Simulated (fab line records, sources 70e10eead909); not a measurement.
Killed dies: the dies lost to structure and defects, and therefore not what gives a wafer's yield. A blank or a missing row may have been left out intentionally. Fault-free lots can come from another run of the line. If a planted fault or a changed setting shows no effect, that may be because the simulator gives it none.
Chamber matching + flow nandHarc + NHARC_P_ZERO_WELL_DESCUM_54 on rieDiel-13: 4 sister chambers
The step chemistry O2, time 3 s. 20 wafers are shown with their chamber, then 10 later ones without.

== WAFERS WITH THEIR CHAMBER ==
| wafer  | chamber | showerheadPlenumPTorr (Torr) | rfVppV (V) | throttleValvePct (%) |
|--------|---------|------------------------------|------------|----------------------|
| L075.3 | 1       | 1.99                         | 56.1       | 11.316               |
| L075.4 | 3       | 1.99                         | 59.4       | 11.309               |
| L075.5 | 3       | 1.99                         | 57.6       | 11.313               |
| L076.2 | 0       | 1.85                         | 57.1       | 11.301               |
| L076.5 | 1       | 1.99                         | 58.6       | 11.310               |
| L076.6 | 2       | 2.01                         | 56.8       | 11.326               |
| L077.3 | 1       | 1.99                         | 57.2       | 11.330               |
| L077.5 | 1       | 1.99                         | 57.8       | 11.315               |
| L077.6 | 2       | 2.01                         | 58.0       | 11.301               |
| L079.2 | 0       | 1.85                         | 56.6       | 11.321               |
| L079.3 | 1       | 1.99                         | 57.7       | 11.313               |
| L079.6 | 1       | 1.99                         | 58.6       | 11.314               |
| L081.1 | 3       | 1.99                         | 58.1       | 11.320               |
| L081.2 | 1       | 1.99                         | 58.5       | 11.297               |
| L081.6 | 3       | 1.99                         | 58.3       | 11.328               |
| L083.2 | 1       | 1.99                         | 59.4       | 11.309               |
| L083.3 | 0       | 1.85                         | 56.2       | 11.304               |
| L083.4 | 2       | 2.00                         | 58.5       | 11.317               |
| L085.1 | 1       | 1.99                         | 58.4       | 11.307               |
| L085.5 | 1       | 1.99                         | 56.6       | 11.303               |

SIGNATURES, as means of the wafers listed above
| reading               | chamber 0 | chamber 1 | chamber 2 | chamber 3 | scatter within a chamber |
|-----------------------|-----------|-----------|-----------|-----------|--------------------------|
| showerheadPlenumPTorr | 1.8500    | 1.9900    | 2.0067    | 1.9900    | 0.00204                  |
| rfVppV                | 56.633    | 57.890    | 57.767    | 58.350    | 0.9                      |
| throttleValvePct      | 11.30867  | 11.31140  | 11.31467  | 11.31750  | 0.00954                  |
Rule: for each reading, subtract the chamber's mean from the wafer's reading, divide by that reading's scatter and square the result; add these up over the readings and take the root, which gives the wafer's distance from the chamber. The wafer belongs to the nearest chamber; if the next one is less than 2 further off, it can't be placed. The scatter is the square root of a quotient: the sum, over the shown wafers, of each reading's squared deviation from its chamber's mean, divided by wafers minus chambers.

== WAFERS WITHOUT THEIR CHAMBER ==
| wafer  | showerheadPlenumPTorr (Torr) | rfVppV (V) | throttleValvePct (%) |
|--------|------------------------------|------------|----------------------|
| L085.6 | 2.00                         | 57.5       | 11.301               |
| L086.2 | 1.99                         | 57.9       | 11.318               |
| L086.3 | 1.85                         | 56.7       | 11.316               |
| L086.5 | 2.01                         | 57.8       | 11.294               |
| L095.3 | 1.98                         | 57.8       | 11.303               |
| L095.5 | 2.00                         | 58.1       | 11.309               |
| L095.6 | 1.98                         | 58.6       | 11.323               |
| L097.2 | 1.98                         | 59.2       | 11.312               |
| L097.3 | 1.99                         | 57.4       | 11.313               |
| L097.5 | 1.99                         | 57.9       | 11.300               |

== EACH ONE'S CHAMBER ==
| wafer  | from the rows above          | in truth |
|--------|------------------------------|----------|
| L085.6 | can't be placed: 2 or 1 or 3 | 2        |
| L086.2 | can't be placed: 3 or 1      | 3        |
| L086.3 | 0                            | 0        |
| L086.5 | 2                            | 2        |
| L095.3 | can't be placed: 1 or 3      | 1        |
| L095.5 | can't be placed: 2 or 1 or 3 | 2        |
| L095.6 | can't be placed: 3 or 1      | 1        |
| L097.2 | can't be placed: 3 or 1      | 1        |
| L097.3 | can't be placed: 1 or 3      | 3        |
| L097.5 | can't be placed: 1 or 3      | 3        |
2 of 10 placed correctly. Unplaceable from these rows: 8, with the true chamber sitting among the candidates in 8. Wrongly placed: 0.
